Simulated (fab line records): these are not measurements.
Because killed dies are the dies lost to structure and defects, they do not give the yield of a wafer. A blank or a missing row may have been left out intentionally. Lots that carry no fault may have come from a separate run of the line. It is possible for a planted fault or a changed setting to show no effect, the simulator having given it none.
Split-lot study | flow n5 finfet | 21 wafers read from 7 lots, route of 1938 steps

## ON THE SPLIT
At N5_BEOL_M7_PECVD_70 (deposits SiO2 from TEOS/O2, target thk 20 nm, time 22.7 s), the setting temp c was moved away from the recipe's 400 C on 10 of the 21 wafers read, by -4.4% to +2.8%. The other wafers ran this setting at the recipe's value.

## FROM THE SPLIT TO THE READING: what the file shows between them, 3 steps
- N5_BEOL_M7_HM_DEP_02: deposits TiN, target thk 20 nm
- N5_BEOL_M7_COAT_59: time 60 s, resist thk 100 nm
- N5_BEOL_M7_STRIP_80: strips in N2/H2, time 10 s

## THE READING
SiO2_of_BEOL_M7_PECVD_70.thk nm (the simulator's own value, which no gauge read), in nm, at N5_BEOL_M7_HM_STRIP_39 (strips TiN in peroxide tin strip, target depth 25 nm, time 158 s). The file does not state a usual value for it. Here, 11 wafers ran the recipe; their average is 19.8 nm with a standard deviation of 0.29 nm.

wafer  | tool, chamber at the split | temp c as run, C | against the recipe | SiO2_of_BEOL_M7_PECVD_70.thk nm, nm | against lot-mates on the recipe
L081.1 | pecvd-01, 0                | 400              | recipe             | 20                                  | -
L081.3 | pecvd-01, 0                | 400              | recipe             | 20.2                                | -
L081.4 | pecvd-01, 1                | 400              | recipe             | 19.6                                | -
L080.1 | pecvd-02, 1                | 411.2            | +2.8%              | 18.4                                | -1.6
L080.2 | pecvd-02, 0                | 400              | recipe             | 20                                  | -
L080.5 | pecvd-02, 2                | 411.2            | +2.8%              | 18                                  | -2.0
L091.2 | pecvd-01, 0                | 400              | recipe             | 19.6                                | -
L091.6 | pecvd-01, 1                | 400              | recipe             | 19.6                                | -
L091.5 | pecvd-01, 2                | 400              | recipe             | 19.8                                | -
L090.1 | pecvd-04, 1                | 400              | recipe             | 19.6                                | -
L090.5 | pecvd-04, 2                | 382.2            | -4.4%              | 22.2                                | +2.5
L090.6 | pecvd-04, 1                | 400              | recipe             | 19.8                                | -
L093.2 | pecvd-04, 0                | 394.1            | -1.5%              | 20.8                                | +0.4
L093.5 | pecvd-04, 0                | 394.1            | -1.5%              | 21                                  | +0.6
L093.6 | pecvd-04, 2                | 400              | recipe             | 20.4                                | -
L096.1 | pecvd-04, 2                | 385              | -3.7%              | 21.8                                | +2.4
L096.2 | pecvd-04, 0                | 385              | -3.7%              | 21.6                                | +2.2
L096.3 | pecvd-04, 1                | 400              | recipe             | 19.4                                | -
L097.2 | pecvd-01, 2                | 405.9            | +1.5%              | 19.2                                | no lot-mate on the recipe
L097.4 | pecvd-01, 1                | 405.9            | +1.5%              | 19.2                                | no lot-mate on the recipe
L097.6 | pecvd-01, 2                | 405.9            | +1.5%              | 19.4                                | no lot-mate on the recipe

THE FIT
A straight line over all 21 wafers: SiO2_of_BEOL_M7_PECVD_70.thk nm changes by -0.526 nm for each +1% of temp c; r = -0.97; the points scatter about the line by 0.27 nm.
The same after taking each lot's own level away (the mean of its wafers on the recipe; 18 wafers): -0.595 nm for each +1%; r = -0.99; scatter 0.2 nm.
That fit puts the effect of the largest move of temp c on the reading at 2.6 nm.
Across the lots, their own levels run from 19.40 to 20.40 nm, a range of 3.5 times the standard deviation given above.
Thus the slope moves with the lot-to-lot level: the two fits are different.
Check: for one of the wafers moved furthest among these (-4.4%), held out of the fit, the line's prediction against its lot-mates is +2.63 nm. Against them it came out at +2.5 nm.

## FURTHER SPLITS ON THESE WAFERS
Before the reading, these wafers also passed through other splits. Each is held against what the fit with the lots' levels taken away leaves over:
other split on the same wafers   | wafers away from the commonest value | r with SiO2_of_BEOL_M7_PECVD_70.thk nm (lot level and that fit taken away)
N5_BEOL_M3_EXPOSE_08 dose mj     | 6                                    | -0.14
N5_BEOL_M3_EXPOSE_25 dose mj     | 8                                    | +0.04
N5_BEOL_M4_DESCUM_33 time s      | 6                                    | +0.02
N5_BEOL_M4_ETCH_69 cf4 flow sccm | 5                                    | +0.00
N5_BEOL_M6_ETCH_62 bias w        | 7                                    | -0.04
N5_BEOL_M6_COAT_22 spin rpm      | 9                                    | -0.26

## THE WHOLE CHAIN: every reading that the file lists as answering this split, in the file's order
step                   | what it does                                                     | reading                                                                          | change (the file's fit)               | r (the file's)
N5_BEOL_M7_PECVD_70    | deposits SiO2 from TEOS/O2, target thk 20 nm, time 22.7 s        | SiO2_of_BEOL_M7_PECVD_70.thk nm (the simulator's own value, which no gauge read) | -0.612 nm for each +1% of the setting | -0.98
N5_BEOL_M7_HM_STRIP_39 | strips TiN in peroxide tin strip, target depth 25 nm, time 158 s | SiO2_of_BEOL_M7_PECVD_70.thk nm (the simulator's own value, which no gauge read) | -0.582 nm for each +1% of the setting | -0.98

## FILE'S OWN FIT
SiO2_of_BEOL_M7_PECVD_70.thk nm changes by -0.582 nm for each +1% of temp c, r = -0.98.
